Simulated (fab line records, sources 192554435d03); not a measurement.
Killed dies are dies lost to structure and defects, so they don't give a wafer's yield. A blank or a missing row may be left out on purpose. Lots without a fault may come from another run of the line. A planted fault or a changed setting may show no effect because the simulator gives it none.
Split-lot experiment | flow n5_finfet | 7 lots, 21 wafers read, on a route of 1938 steps

THE SPLIT
At N5_BEOL_M2_VIA_ETCH_34 (etches the open film in C4F6/O2, target depth 69.4 nm, time 65.9 s), the setting time_s was moved away from the recipe's 65.9 s on 11 of the 21 wafers read, by -8.4% to +16.1%. The other wafers ran this setting at the recipe's value.

The reading is taken at the split's own step.

THE READING
SOC_of_BEOL_M2_COAT_67.thk_nm (the simulator's own value, which no gauge read), in nm, at N5_BEOL_M2_VIA_ETCH_34 (etches the open film in C4F6/O2, target depth 69.4 nm, time 65.9 s). The file gives no usual value for it. The 10 wafers here that ran the recipe average 51.9 nm, standard deviation 0.18 nm.

wafer  | tool, chamber at the split | time_s as run, s | against the recipe | SOC_of_BEOL_M2_COAT_67.thk_nm, nm | against lot-mates on the recipe
L082.1 | rie_diel-06, 1             | 72.75            | +10.4%             | 51                                | -0.8
L082.2 | rie_diel-06, 2             | 72.75            | +10.4%             | 51.2                              | -0.6
L082.6 | rie_diel-06, 3             | 65.9             | recipe             | 51.8                              | -
L083.1 | rie_diel-06, 2             | 65.9             | recipe             | 52.2                              | -
L083.4 | rie_diel-06, 0             | 61.71            | -6.4%              | 52.6                              | +0.4
L083.6 | rie_diel-06, 0             | 61.71            | -6.4%              | 52.6                              | +0.4
L087.1 | rie_diel-02, 1             | 76.48            | +16.1%             | 50.4                              | -1.2
L087.4 | rie_diel-02, 2             | 76.48            | +16.1%             | 50.6                              | -1.0
L087.6 | rie_diel-02, 0             | 65.9             | recipe             | 51.6                              | -
L090.2 | rie_diel-04, 0             | 65.9             | recipe             | 51.8                              | -
L090.3 | rie_diel-04, 1             | 65.9             | recipe             | 52                                | -
L090.5 | rie_diel-04, 2             | 65.9             | recipe             | 52                                | -
L092.1 | rie_diel-02, 1             | 65.9             | recipe             | 52                                | -
L092.3 | rie_diel-02, 2             | 60.36            | -8.4%              | 52.4                              | +0.4
L092.5 | rie_diel-02, 3             | 60.36            | -8.4%              | 52.4                              | +0.4
L093.3 | rie_diel-04, 1             | 65.9             | recipe             | 51.8                              | -
L093.4 | rie_diel-04, 2             | 65.9             | recipe             | 52.2                              | -
L093.6 | rie_diel-04, 1             | 74.96            | +13.7%             | 50.8                              | -1.2
L094.1 | rie_diel-06, 1             | 65.9             | recipe             | 51.8                              | -
L094.5 | rie_diel-06, 1             | 73.68            | +11.8%             | 51                                | -0.8
L094.6 | rie_diel-06, 2             | 73.68            | +11.8%             | 51.4                              | -0.4

THE FIT
A straight line over all 21 wafers: SOC_of_BEOL_M2_COAT_67.thk_nm changes by -0.0787 nm for each +1% of time_s; r = -0.96; the points scatter about the line by 0.2 nm.
The same after taking each lot's own level away (the mean of its wafers on the recipe; 21 wafers): -0.0639 nm for each +1%; r = -0.96; scatter 0.15 nm.
On that fit, the largest move of time_s shifts the reading by 1 nm.
The lots' own levels span 51.60 to 52.20 nm, that is 3.3 times the standard deviation above.
So the lot-to-lot level changes the slope: the two fits differ.
Check: with one of the wafers moved furthest among these (+16.1%) left out of the fit, the line predicts -1.02 nm for it against its lot-mates. It came out at -1.2 nm against them.

THE WHOLE CHAIN: every reading that the file lists as answering this split, in the file's order
step                   | what it does                                                       | reading                                                                        | change (the file's fit)                | r (the file's)
N5_BEOL_M2_VIA_ETCH_34 | etches the open film in C4F6/O2, target depth 69.4 nm, time 65.9 s | etch.depth_nm (the simulator's own value, which no gauge read)                 | +0.635 nm for each +1% of the setting  | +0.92
N5_BEOL_M2_VIA_ETCH_34 | etches the open film in C4F6/O2, target depth 69.4 nm, time 65.9 s | SOC_of_BEOL_M2_COAT_67.thk_nm (the simulator's own value, which no gauge read) | -0.0676 nm for each +1% of the setting | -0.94

THE FILE'S OWN FIT
SOC_of_BEOL_M2_COAT_67.thk_nm changes by -0.0676 nm for each +1% of time_s, r = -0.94.
